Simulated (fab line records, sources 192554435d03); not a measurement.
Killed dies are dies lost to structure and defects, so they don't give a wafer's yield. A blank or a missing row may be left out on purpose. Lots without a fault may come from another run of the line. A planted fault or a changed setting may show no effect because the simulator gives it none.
Split-lot experiment | flow n5_finfet | 7 lots, 39 wafers read, on a route of 1938 steps

THE SPLIT
At N5_BEOL_M5_TRENCH_ETCH_37 (etches SiCOH lowk in C4F6/O2, target depth 71.652 nm, time 24.7 s), the setting time_s was moved away from the recipe's 24.7 s on 18 of the 39 wafers read, by -29.6% to +59.0%. The other wafers ran this setting at the recipe's value.

FROM THE SPLIT TO THE READING: what the file shows between them, 8 steps
- N5_BEOL_M5_ETCH_41: etches SiCN in CH3F/O2, target depth 31.5 nm, time 56.7 s
- N5_BEOL_M5_STRIP_91: strips in N2/H2, time 10 s
- N5_BEOL_M5_OCD_MEAS_38
- N5_BEOL_M5_HM_STRIP_39: strips TiN in peroxide tin strip, target depth 25 nm, time 158 s
- N5_BEOL_M5_SRD_40: time 30 s
- N5_BEOL_M5_ECD_50: material Cu, target thk 300 nm
- N5_BEOL_M5_ANNEAL_51: time 90 s
- N5_BEOL_M5_CMP_52: polishes, stops on SiCOH lowk, t overpolish 6.9 s, target thk 62 nm

THE READING
M5_THK, in nm, at N5_BEOL_M5_THK_MEAS_53 (measures by xrf). Fault-free wafers of this fab line usually give 63.4 nm, standard deviation 1.7 nm.

wafer  | tool, chamber at the split | time_s as run, s | against the recipe | M5_THK, nm | against lot-mates on the recipe
L075.1 | rie_diel-05, 3             | 24.7             | recipe             | 60.2       | -
L075.2 | rie_diel-05, 2             | 24.7             | recipe             | 64.5       | -
L075.3 | rie_diel-05, 0             | 28.75            | +16.4%             | 75.3       | +12.5
L075.4 | rie_diel-05, 1             | 28.75            | +16.4%             | 73.9       | +11.1
L075.5 | rie_diel-05, 0             | 24.7             | recipe             | 63.7       | -
L075.6 | rie_diel-05, 3             | 28.75            | +16.4%             | 71.0       | +8.2
L080.1 | rie_diel-06, 3             | 24.7             | recipe             | 61.5       | -
L080.2 | rie_diel-06, 2             | 24.7             | recipe             | 63.1       | -
L080.3 | rie_diel-06, 1             | 31.45            | +27.3%             | 83.2       | +19.9
L080.4 | rie_diel-06, 0             | 24.7             | recipe             | 65.3       | -
L080.5 | rie_diel-06, 2             | 31.45            | +27.3%             | 83.0       | +19.7
L080.6 | rie_diel-06, 3             | 31.45            | +27.3%             | 80.9       | +17.6
L081.1 | rie_diel-05, 1             | 39.14            | +58.5%             | 105.4      | +41.0
L081.2 | rie_diel-05, 3             | 24.7             | recipe             | 64.3       | -
L081.3 | rie_diel-05, 2             | 24.7             | recipe             | 63.6       | -
L081.4 | rie_diel-05, 0             | 24.7             | recipe             | 65.4       | -
L081.5 | rie_diel-05, 3             | 39.14            | +58.5%             | 106.6      | +42.2
L081.6 | rie_diel-05, 0             | 39.14            | +58.5%             | 107.5      | +43.1
L085.1 | rie_diel-05, 0             | 24.7             | recipe             | 64.3       | -
L085.2 | rie_diel-05, 2             | 24.7             | recipe             | 65.1       | -
L085.3 | rie_diel-05, 1             | 24.7             | recipe             | 64.1       | -
L086.1 | rie_diel-02, 1             | 24.7             | recipe             | 63.1       | -
L086.2 | rie_diel-02, 3             | 24.7             | recipe             | 66.9       | -
L086.3 | rie_diel-02, 2             | 39.27            | +59.0%             | 111.5      | +47.3
L086.4 | rie_diel-02, 0             | 24.7             | recipe             | 62.7       | -
L086.5 | rie_diel-02, 1             | 39.27            | +59.0%             | 105.1      | +40.9
L086.6 | rie_diel-02, 0             | 39.27            | +59.0%             | 105.3      | +41.1
L096.1 | rie_diel-05, 3             | 20.49            | -17.0%             | 51.8       | -13.1
L096.2 | rie_diel-05, 2             | 24.7             | recipe             | 66.1       | -
L096.3 | rie_diel-05, 0             | 24.7             | recipe             | 65.0       | -
L096.4 | rie_diel-05, 0             | 20.49            | -17.0%             | 52.6       | -12.3
L096.5 | rie_diel-05, 2             | 20.49            | -17.0%             | 53.9       | -11.0
L096.6 | rie_diel-05, 3             | 24.7             | recipe             | 63.5       | -
L097.1 | rie_diel-05, 2             | 24.7             | recipe             | 64.7       | -
L097.2 | rie_diel-05, 0             | 24.7             | recipe             | 64.9       | -
L097.3 | rie_diel-05, 3             | 17.4             | -29.6%             | 43.0       | -22.4
L097.4 | rie_diel-05, 1             | 24.7             | recipe             | 66.5       | -
L097.5 | rie_diel-05, 2             | 17.4             | -29.6%             | 43.1       | -22.3
L097.6 | rie_diel-05, 1             | 17.4             | -29.6%             | 44.2       | -21.2

THE FIT
A straight line over all 39 wafers: M5_THK changes by +0.714 nm for each +1% of time_s; r = +0.99; the points scatter about the line by 1.8 nm.
The same after taking each lot's own level away (the mean of its wafers on the recipe; 39 wafers): +0.724 nm for each +1%; r = +1.00; scatter 1.5 nm.
On that fit, the largest move of time_s shifts the reading by 43 nm.
The lots' own levels span 62.80 to 65.37 nm, that is 1.5 times the standard deviation above.
So the lot-to-lot level changes the slope little: the two slopes agree.
Check: with one of the wafers moved furthest among these (+59.0%) left out of the fit, the line predicts +41.8 nm for it against its lot-mates. It came out at +47.3 nm against them.

THE WHOLE CHAIN: every reading that the file lists as answering this split, in the file's order
step                      | what it does                                                        | reading                                                                          | change (the file's fit)                                                              | r (the file's)
N5_BEOL_M5_TRENCH_ETCH_37 | etches SiCOH lowk in C4F6/O2, target depth 71.652 nm, time 24.7 s   | etch.depth_nm (the simulator's own value, which no gauge read)                   | +0.705 nm for each +1% of the setting                                                | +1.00
N5_BEOL_M5_TRENCH_ETCH_37 | etches SiCOH lowk in C4F6/O2, target depth 71.652 nm, time 24.7 s   | BEOL_M5.feature_depth_nm (the simulator's own value, which no gauge read)        | +0.705 nm for each +1% of the setting                                                | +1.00
N5_BEOL_M5_TRENCH_ETCH_37 | etches SiCOH lowk in C4F6/O2, target depth 71.652 nm, time 24.7 s   | TiN_of_BEOL_M5_HM_DEP_02.thk_nm (the simulator's own value, which no gauge read) | -0.0206 nm for each +1% of the setting                                               | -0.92
N5_BEOL_M5_OCD_MEAS_38    |                                                                     | trench_depth_nm                                                                  | +0.704 nm for each +1% of the setting                                                | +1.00
N5_BEOL_M5_CMP_52         | polishes, stops on SiCOH lowk, t overpolish 6.9 s, target thk 62 nm | Cu_of_BEOL_M5_ECD_50.thk_nm (the simulator's own value, which no gauge read)     | +0.701 nm for each +1% of the setting                                                | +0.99
N5_BEOL_M5_THK_MEAS_53    | measures by xrf                                                     | M5_THK                                                                           | +0.721 for each +1% of the setting                                                   | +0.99
N5_BEOL_M5_RS_MEAS_57     | measures by four-point-probe                                        | M5_RS                                                                            | not straight: 0.626 at the lowest setting, 0.383 at the recipe, 0.211 at the highest | not given

THE FILE'S OWN FIT
M5_THK changes by +0.721 nm for each +1% of time_s, r = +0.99.
